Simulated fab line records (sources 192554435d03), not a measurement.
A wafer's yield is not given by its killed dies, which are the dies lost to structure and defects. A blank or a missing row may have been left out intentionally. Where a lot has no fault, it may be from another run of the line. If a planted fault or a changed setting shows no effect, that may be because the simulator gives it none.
Chamber matching    flow n5 finfet    rie diel-02 running N5_ZERO_LAYER_ETCH_17: 4 sister chambers
The step etches SiO2 in CF4, target depth 12 nm, time 13.3 s. 4 wafers are shown with their chamber, then 7 later ones without.

## WAFERS, EACH WITH ITS CHAMBER
wafer   chamber  showerhead plenum p Torr (Torr)
L080.3  1        2.27
L080.5  0        2.13
L087.1  2        2.14
L087.4  3        2.13

## WAFERS WHOSE CHAMBER IS MISSING
wafer   showerhead plenum p Torr (Torr)
L087.6  2.14
L088.1  2.13
L088.3  2.14
L088.6  2.14
L089.2  2.13
L089.5  2.26
L089.6  2.14

## WHICH CHAMBER EACH WENT THROUGH
wafer   from the rows above      in truth
L087.6  2                        2
L088.1  can't be placed: 0 or 3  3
L088.3  2                        2
L088.6  2                        2
L089.2  can't be placed: 0 or 3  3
L089.5  1                        1
L089.6  2                        2
Correct placement for 5 of the 7. Not placeable from these rows: 2 (in 2, the candidates include the true chamber). Wrongly placed: 0.
How it was worked out, from the rows above alone: a wafer's distance from a chamber is the root of the sum, over the readings, of the square of ((its reading less the chamber's mean) divided by the reading's scatter). The wafer belongs to the nearest chamber; if the next one is less than 2 further off, it can't be placed. Each chamber's mean is taken over the wafers shown for it. The scatter: with one shown wafer a chamber, the root of the mean of the squares of how far each hidden wafer lies from its nearest shown one.
